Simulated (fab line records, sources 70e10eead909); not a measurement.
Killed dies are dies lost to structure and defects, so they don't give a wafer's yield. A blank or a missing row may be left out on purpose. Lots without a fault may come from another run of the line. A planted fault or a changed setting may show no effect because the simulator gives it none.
Chamber matching | flow nand_harc | NHARC_A_CHANNEL_HOLE_D1_ETCH_38 on rie_diel-01: 4 sister chambers
The step etches the open film in CF4, target depth 39 nm, time 65 s. 7 wafers are shown with their chamber, then 7 later ones without.

WAFERS WITH THEIR CHAMBER
wafer  | chamber | drypump_motor_current_A (A) | oes_product_au (a.u.)
L074.5 | 1       | 5.2                         | 0.980
L078.3 | 1       | 5.2                         | 0.983
L079.3 | 2       | 6.2                         | 0.994
L082.2 | 0       | 6.5                         | 0.995
L082.5 | 3       | 6.4                         | 0.989
L087.3 | 3       | 6.3                         | 0.983
L087.4 | 0       | 6.5                         | 0.984

WAFERS WITHOUT THEIR CHAMBER
wafer  | drypump_motor_current_A (A) | oes_product_au (a.u.)
L087.5 | 5.2                         | 0.988
L092.1 | 6.5                         | 0.994
L092.3 | 6.2                         | 1.000
L092.6 | 6.2                         | 0.988
L093.2 | 6.2                         | 0.998
L093.4 | 5.2                         | 1.001
L093.5 | 5.2                         | 0.989

WHICH CHAMBER EACH WENT THROUGH
wafer  | from the rows above | in truth
L087.5 | 1                   | 1
L092.1 | 0                   | 0
L092.3 | 2                   | 2
L092.6 | 2                   | 2
L093.2 | 2                   | 2
L093.4 | 1                   | 1
L093.5 | 1                   | 1
Placed correctly: 7 of 7. Can't be placed from these rows: 0. Placed wrongly: 0.
How it was worked out, from the rows above alone: a wafer's distance from a chamber is the root of the sum, over the readings, of the square of ((its reading less the chamber's mean) divided by the reading's scatter). The wafer belongs to the nearest chamber; if the next one is less than 2 further off, it can't be placed. A chamber's mean is the mean of its shown wafers. The scatter: the root of (the sum of the squares of (reading less its chamber's mean) over the shown wafers, divided by (wafers less chambers)).
